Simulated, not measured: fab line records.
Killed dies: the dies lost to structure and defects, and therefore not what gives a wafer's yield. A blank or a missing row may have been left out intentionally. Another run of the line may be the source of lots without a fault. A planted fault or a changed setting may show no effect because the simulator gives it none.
Split-lot study / flow n5_finfet / on a route of 1938 steps: 7 lots, 21 wafers read

== THE SPLIT ==
At N5_FIN_SAQP_PECVD_06 (deposits a-Si from SiH4/He, target thk 60 nm, time 48.1 s), the setting time_s was moved away from the recipe's 48.1 s on 7 of the 21 wafers read, by -7.2% to +14.8%. For the rest of the wafers, this setting stayed at what the recipe calls for.

== FROM THE SPLIT TO THE READING: what the file shows between them, 4 steps ==
- N5_FIN_SAQP_THK_MEAS_07
- N5_FIN_SAQP_DEVELOP_15: develop time 30 s (also split here: develop_time_s)
- N5_FIN_SAQP_HM_OPEN_73: chemistry CHF3/O2, target SiO2, stops on a-Si, target depth 12 nm, time 16.8 s
- N5_FIN_SAQP_STRIP_74: strips in CHF3/O2

== THE READING ==
oes_product_au, in a.u., at N5_FIN_SAQP_MANDREL_ETCH_22 (etches a-Si in HBr/Cl2, stops on SiNx, target depth 60 nm, bt time 10 s, time 30 s). Fault-free wafers of this fab line usually give 0.766 a.u., standard deviation 0.013 a.u.

wafer=L076.1; tool, chamber at the split=pecvd-01, 2; time_s as run, s=48.1; against the recipe=recipe; oes_product_au, a.u.=0.758; against lot-mates on the recipe=-
wafer=L076.2; tool, chamber at the split=pecvd-01, 1; time_s as run, s=52.83; against the recipe=+9.8%; oes_product_au, a.u.=0.812; against lot-mates on the recipe=+0.050
wafer=L076.6; tool, chamber at the split=pecvd-01, 0; time_s as run, s=48.1; against the recipe=recipe; oes_product_au, a.u.=0.766; against lot-mates on the recipe=-
wafer=L077.2; tool, chamber at the split=pecvd-03, 2; time_s as run, s=48.1; against the recipe=recipe; oes_product_au, a.u.=0.768; against lot-mates on the recipe=-
wafer=L077.4; tool, chamber at the split=pecvd-03, 0; time_s as run, s=48.1; against the recipe=recipe; oes_product_au, a.u.=0.781; against lot-mates on the recipe=-
wafer=L077.5; tool, chamber at the split=pecvd-03, 1; time_s as run, s=48.1; against the recipe=recipe; oes_product_au, a.u.=0.783; against lot-mates on the recipe=-
wafer=L080.2; tool, chamber at the split=pecvd-01, 2; time_s as run, s=48.1; against the recipe=recipe; oes_product_au, a.u.=0.753; against lot-mates on the recipe=-
wafer=L080.5; tool, chamber at the split=pecvd-01, 0; time_s as run, s=44.66; against the recipe=-7.2%; oes_product_au, a.u.=0.732; against lot-mates on the recipe=-0.021
wafer=L080.6; tool, chamber at the split=pecvd-01, 1; time_s as run, s=44.66; against the recipe=-7.2%; oes_product_au, a.u.=0.723; against lot-mates on the recipe=-0.030
wafer=L081.4; tool, chamber at the split=pecvd-03, 1; time_s as run, s=53.97; against the recipe=+12.2%; oes_product_au, a.u.=0.851; against lot-mates on the recipe=+0.080
wafer=L081.5; tool, chamber at the split=pecvd-03, 0; time_s as run, s=48.1; against the recipe=recipe; oes_product_au, a.u.=0.771; against lot-mates on the recipe=-
wafer=L081.6; tool, chamber at the split=pecvd-03, 2; time_s as run, s=53.97; against the recipe=+12.2%; oes_product_au, a.u.=0.850; against lot-mates on the recipe=+0.079
wafer=L084.1; tool, chamber at the split=pecvd-02, 1; time_s as run, s=48.1; against the recipe=recipe; oes_product_au, a.u.=0.757; against lot-mates on the recipe=-
wafer=L084.4; tool, chamber at the split=pecvd-02, 2; time_s as run, s=48.1; against the recipe=recipe; oes_product_au, a.u.=0.745; against lot-mates on the recipe=-
wafer=L084.5; tool, chamber at the split=pecvd-02, 0; time_s as run, s=48.1; against the recipe=recipe; oes_product_au, a.u.=0.759; against lot-mates on the recipe=-
wafer=L085.2; tool, chamber at the split=pecvd-02, 1; time_s as run, s=48.1; against the recipe=recipe; oes_product_au, a.u.=0.749; against lot-mates on the recipe=-
wafer=L085.3; tool, chamber at the split=pecvd-02, 2; time_s as run, s=48.1; against the recipe=recipe; oes_product_au, a.u.=0.773; against lot-mates on the recipe=-
wafer=L085.5; tool, chamber at the split=pecvd-02, 1; time_s as run, s=48.1; against the recipe=recipe; oes_product_au, a.u.=0.787; against lot-mates on the recipe=-
wafer=L095.1; tool, chamber at the split=pecvd-01, 0; time_s as run, s=55.24; against the recipe=+14.8%; oes_product_au, a.u.=0.820; against lot-mates on the recipe=+0.043
wafer=L095.2; tool, chamber at the split=pecvd-01, 2; time_s as run, s=55.24; against the recipe=+14.8%; oes_product_au, a.u.=0.819; against lot-mates on the recipe=+0.042
wafer=L095.5; tool, chamber at the split=pecvd-01, 1; time_s as run, s=48.1; against the recipe=recipe; oes_product_au, a.u.=0.777; against lot-mates on the recipe=-

THE FIT
A straight line over all 21 wafers: oes_product_au changes by +0.00496 a.u. for each +1% of time_s; r = +0.91; the points scatter about the line by 0.015 a.u.
The same after taking each lot's own level away (the mean of its wafers on the recipe; 21 wafers): +0.00425 a.u. for each +1%; r = +0.90; scatter 0.014 a.u.
The reading moves by 0.063 a.u. for the largest change in time_s, on that fit.
Measured against the standard deviation above, the lots' own levels, which go from 0.7530 to 0.7773 a.u., span 1.9 times it.
So the slope is not independent of the lot-to-lot level: the two fits are not the same.
Check: with one of the wafers moved furthest among these (+14.8%) left out of the fit, the line predicts +0.0713 a.u. for it against its lot-mates. It came out at +0.043 a.u. against them.

== ADDITIONAL SPLITS CARRIED BY THESE WAFERS ==
These wafers also went through other splits before the reading. Each is held against what the fit with the lots' levels taken away leaves over:
other split on the same wafers=N5_WELL_APT_COAT_02 spin_rpm; wafers away from the commonest value=6; r with oes_product_au (lot level and that fit taken away)=+0.00
other split on the same wafers=N5_FIN_SAQP_DEVELOP_15 develop_time_s; wafers away from the commonest value=9; r with oes_product_au (lot level and that fit taken away)=-0.28

== THE WHOLE CHAIN: every reading that the file lists as answering this split, in the file's order ==
step=N5_FIN_SAQP_PECVD_06; what it does=deposits a-Si from SiH4/He, target thk 60 nm, time 48.1 s; reading=a-Si_of_FIN_SAQP_PECVD_06.thk_nm (the simulator's own value, which no gauge read); change (the file's fit)=+0.527 nm for each +1% of the setting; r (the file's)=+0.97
step=N5_FIN_SAQP_THK_MEAS_07; what it does=; reading=thk_nm; change (the file's fit)=withheld for each +1% of the setting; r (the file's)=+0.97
step=N5_FIN_SAQP_MANDREL_ETCH_22; what it does=etches a-Si in HBr/Cl2, stops on SiNx, target depth 60 nm, bt time 10 s, time 30 s; reading=oes_product_au; change (the file's fit)=+0.0044 a.u. for each +1% of the setting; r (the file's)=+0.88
step=N5_FIN_SAQP_MANDREL_ETCH_22; what it does=etches a-Si in HBr/Cl2, stops on SiNx, target depth 60 nm, bt time 10 s, time 30 s; reading=etch.depth_nm (the simulator's own value, which no gauge read); change (the file's fit)=+0.529 nm for each +1% of the setting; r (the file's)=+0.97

== THE FILE'S OWN FIT ==
oes_product_au changes by +0.0044 a.u. for each +1% of time_s, r = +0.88.
